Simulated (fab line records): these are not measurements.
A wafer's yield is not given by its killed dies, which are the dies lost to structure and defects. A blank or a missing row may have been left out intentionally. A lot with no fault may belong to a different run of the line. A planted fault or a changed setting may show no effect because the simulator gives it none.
What tool caused it?	flow n5_finfet	Sampling: 10 lots, 28 wafers, 6 of 1938 route steps

## WHAT THE GAUGES READ, wafer by wafer
N5_BEOL_M0_RS_MEAS_126: the measuring method here is four-point-probe. Usual: M0_RS gives 0.533 ohm/sq (standard deviation 0.019).
lot	measured	on	M0_RS (ohm/sq)	flag
L344	day 6 03:50	film_metro-02	0.525 0.548 0.540	
L346	day 6 21:10	film_metro-01	0.567 0.570	
L348	day 7 12:16	film_metro-02	0.550 0.545 0.554	
L349	day 7 14:07	film_metro-01	0.557 0.567 0.517	
L350	day 7 21:19	film_metro-02	0.536 0.560 0.547	
L352	day 8 09:50	film_metro-01	0.527 0.527	
L354	day 9 03:41	film_metro-02	0.547 0.521 0.528	
L364	day 11 05:59	film_metro-01	0.536 0.515 0.509	
L365	day 11 12:37	film_metro-02	0.542 0.495 0.534	
L366	day 11 15:04	film_metro-01	0.552 0.533 0.549	

N5_BEOL_M1_THK_MEAS_01. Usual: M1_ILD_THK gives 78.9 nm (standard deviation 0.99).
lot	measured	on	M1_ILD_THK (nm)	flag
L344	day 6 03:58	film_metro-01	78.4 80.8 80.3	
L346	day 6 21:17	film_metro-01	78.7 80.9	
L348	day 7 12:23	film_metro-02	78.8 78.7 79.4	
L349	day 7 14:15	film_metro-01	76.3 77.1 78.5	
L350	day 7 21:26	film_metro-01	79.7 80.2 79.5	
L352	day 8 09:58	film_metro-02	78.6 79.7	
L354	day 9 03:51	film_metro-02	82.9 80.7 81.2	
L364	day 11 06:08	film_metro-02	78.3 79.2 78.8	
L365	day 11 12:44	film_metro-02	77.7 79.6 78.7	
L366	day 11 15:12	film_metro-01	78.9 79.2 80.5	

N5_BEOL_M4_RC_MEAS_101. Usual: DIBL_N 35.9 mV/V, standard deviation 1.6; DIBL_P 35.6 mV/V, standard deviation 2.1; IOFF_N 0.149 nA/um, standard deviation 0.029; IOFF_P 0.20 nA/um, standard deviation 0.033; ION_N 671 uA/um, standard deviation 11; ION_P 460 uA/um, standard deviation 7.3; SS_N 71.4 mV/dec, standard deviation 0.62; SS_P 73.2 mV/dec, standard deviation 0.65; VT_N 251 mV, standard deviation 3.1; VT_P -251 mV, standard deviation 3.4.
lot	measured	on	DIBL_N (mV/V)	DIBL_P (mV/V)	IOFF_N (nA/um)	IOFF_P (nA/um)	ION_N (uA/um)	ION_P (uA/um)	SS_N (mV/dec)	SS_P (mV/dec)	VT_N (mV)	VT_P (mV)	flag
L344	day 7 22:20	prober-01	36.1 36.0 34.9	35.7 36.3 33.9	0.154 0.150 0.130	0.20 0.22 0.18	668 666 672	459 460 459	71.1 71.1 70.7	73.1 73.1 73.0	253 252 253	-249 -248 -252	
L346	day 8 14:39	prober-02	35.5 34.7	36.8 35.0	0.138 0.136	0.18 0.16	668 668	454 452	71.2 71.5	73.5 72.3	251 253	-256 -256	
L348	day 9 07:43	prober-02	35.4 34.4 36.6	33.4 31.4 34.7	0.133 0.114 0.152	0.18 0.15 0.19	668 664 677	459 456 459	70.8 71.0 71.3	72.8 72.5 73.8	251 254 250	-251 -254 -251	
L349	day 9 04:26	prober-02	36.4 35.6 36.7	36.1 37.0 38.0	0.144 0.144 0.158	0.17 0.18 0.20	659 665 668	444 452 459	72.3 71.3 71.3	72.7 72.4 73.1	252 250 251	-258 -254 -252	
L350	day 9 13:25	prober-02	38.3 35.9 35.0	37.6 34.8 33.7	0.182 0.149 0.126	0.26 0.22 0.19	680 675 663	468 471 461	72.3 71.2 70.9	73.0 72.7 72.9	247 250 252	-248 -245 -251	
L352	day 10 06:55	prober-01	32.7 35.6	32.2 35.6	0.106 0.159	0.16 0.21	651 677	456 472	70.9 70.7	72.7 73.2	256 247	-254 -247	
L354	day 10 20:29	prober-01	37.3 34.3 36.1	35.7 32.8 35.5	0.166 0.124 0.151	0.25 0.20 0.24	657 670 660	460 469 459	72.1 70.5 71.3	73.9 72.4 73.4	250 252 250	-248 -249 -249	
L364	day 13 00:59	prober-02	36.6 35.3 35.5	35.6 35.2 34.1	0.183 0.175 0.161	0.23 0.23 0.20	677 686 670	466 469 457	72.1 71.3 72.1	73.3 73.8 73.5	245 245 248	-249 -248 -251	
L365	day 13 12:37	prober-02	36.8 38.7 39.1	35.2 38.1 38.4	0.157 0.199 0.213	0.21 0.26 0.27	681 683 697	468 467 475	70.7 71.9 72.5	73.0 73.8 74.2	253 245 244	-250 -244 -248	
L366	day 13 15:45	prober-02	34.6 34.9 35.7	34.7 33.6 34.8	0.133 0.135 0.154	0.19 0.16 0.19	665 679 681	458 461 459	71.8 71.3 71.5	72.8 72.4 73.6	251 252 250	-251 -253 -249	

## WHAT TOOL EACH LOT RAN ON (gives the tool, then ch and the chambers of the sampled wafers, and finally the start)
lot	N5_BEOL_M0_PRE_CLEAN_113	N5_BEOL_M0_SPUTTER_116	N5_BEOL_M1_ILD_DEP_00
L344	pvd_sputter-03, day 6 01:41	pvd_sputter-03, day 6 02:26	pecvd-02 ch 0,1,2, day 6 03:54
L346	pvd_sputter-02, day 6 19:05	pvd_sputter-01, day 6 19:34	pecvd-03 ch 0, day 6 21:14
L348	pvd_sputter-01, day 7 10:00	pvd_sputter-03, day 7 10:47	pecvd-02 ch 0,1, day 7 12:19
L349	pvd_sputter-02, day 7 12:13	pvd_sputter-01, day 7 12:42	pecvd-02 ch 0,1,2, day 7 14:11
L350	pvd_sputter-03, day 7 18:33	pvd_sputter-02, day 7 19:54	pecvd-04 ch 0,1, day 7 21:22
L352	pvd_sputter-03, day 8 07:33	pvd_sputter-01, day 8 08:21	pecvd-04 ch 0, day 8 09:54
L354	pvd_sputter-03, day 9 01:20	pvd_sputter-03, day 9 02:15	pecvd-04 ch 0,1, day 9 03:47
L364	pvd_sputter-02, day 11 03:06	pvd_sputter-01, day 11 04:35	pecvd-02 ch 1,2, day 11 06:03
L365	pvd_sputter-03, day 11 10:39	pvd_sputter-01, day 11 11:11	pecvd-02 ch 0,2, day 11 12:40
L366	pvd_sputter-02, day 11 13:06	pvd_sputter-02, day 11 13:40	pecvd-02 ch 0,1,2, day 11 15:08
- N5_BEOL_M0_PRE_CLEAN_113: time 30 s.
- N5_BEOL_M0_SPUTTER_116: material Cu, target thk 4 nm, time 7.37 s.
- N5_BEOL_M1_ILD_DEP_00: deposits SiOC from DEMS/O2, target thk 79 nm, time 15.3 s.

## WHAT THE TOOLS THEMSELVES READ (means of the sampled wafers that have a number; where no wafer has one, the mark that the record gives instead)
N5_BEOL_M0_PRE_CLEAN_113. Usual: heater_power_w 324 W, standard deviation 27; susceptor_temp_C 250.00 C, standard deviation 0.19.
lot	tool	heater_power_w (W)	susceptor_temp_C (C)	flag
L344	pvd_sputter-03	319	250.08	
L346	pvd_sputter-02	300	249.66	
L348	pvd_sputter-01	324	250.08	
L349	pvd_sputter-02	301	249.95	
L350	pvd_sputter-03	355	250.07	
L352	pvd_sputter-03	352	249.88	
L354	pvd_sputter-03	336	250.22	
L364	pvd_sputter-02	291	249.97	
L365	pvd_sputter-03	358	249.97	
L366	pvd_sputter-02	310	249.91	

N5_BEOL_M0_SPUTTER_116. Usual: susceptor_temp_C -19.99 C, standard deviation 0.096; throttle_valve_pct 29.9 %, standard deviation 1.3.
lot	tool	susceptor_temp_C (C)	throttle_valve_pct (%)	flag
L344	pvd_sputter-03	-19.99	31.3	
L346	pvd_sputter-01	-20.02	29.8	
L348	pvd_sputter-03	-19.81	30.2	
L349	pvd_sputter-01	-20.03	30.3	
L350	pvd_sputter-02	-20.04	28.8	
L352	pvd_sputter-01	-19.99	30.0	
L354	pvd_sputter-03	-19.98	30.8	
L364	pvd_sputter-01	-20.01	29.2	
L365	pvd_sputter-01	-19.91	29.6	
L366	pvd_sputter-02	-19.96	28.8	

N5_BEOL_M1_ILD_DEP_00. Usual: chamber_pressure_Torr 4.998 Torr, standard deviation 0.011; heater_power_w 506 W, standard deviation 86; showerhead_plenum_p_Torr 5.687 Torr, standard deviation 0.011; susceptor_temp_C 349.96 C, standard deviation 0.17; throttle_valve_pct 11.9 %, standard deviation 0.6.
lot	tool	chamber_pressure_Torr (Torr)	heater_power_w (W)	showerhead_plenum_p_Torr (Torr)	susceptor_temp_C (C)	throttle_valve_pct (%)	flag
L344	pecvd-02	4.999	465	5.679	349.84	11.6	
L346	pecvd-03	4.995	456	5.681	350.03	11.9	
L348	pecvd-02	5.002	473	5.702	349.98	12.3	
L349	pecvd-02	4.993	417	5.694	349.86	11.6	
L350	pecvd-04	4.986	594	5.688	349.75	12.4	
L352	pecvd-04	5.008	437	5.674	349.91	12.6	
L354	pecvd-04	5.004	538	5.681	350.09	12.5	
L364	pecvd-02	4.993	447	5.688	350.12	11.4	
L365	pecvd-02	5.007	427	5.694	350.19	11.5	
L366	pecvd-02	4.990	454	5.688	349.88	11.8	

## THE ANSWER, worked out from the rows above alone
Rule: a lot is off if the mean of its wafers that have a number lies more than 3 standard deviations from the usual mean. Also off: a lot with no number at a reading for which 4 or more lots have one. The other lots that the step has rows for count as sound. After the gauges, taken in route order, come the tools' own readings; for these a lot's mean is taken, as printed above. At the first step where some lot is off, the reading lying furthest off is the one used; lots without a number count as furthest.
Nothing can be told from this: no lot is off at any reading shown.

## WHAT WAS PUT IN BY THE SIMULATOR
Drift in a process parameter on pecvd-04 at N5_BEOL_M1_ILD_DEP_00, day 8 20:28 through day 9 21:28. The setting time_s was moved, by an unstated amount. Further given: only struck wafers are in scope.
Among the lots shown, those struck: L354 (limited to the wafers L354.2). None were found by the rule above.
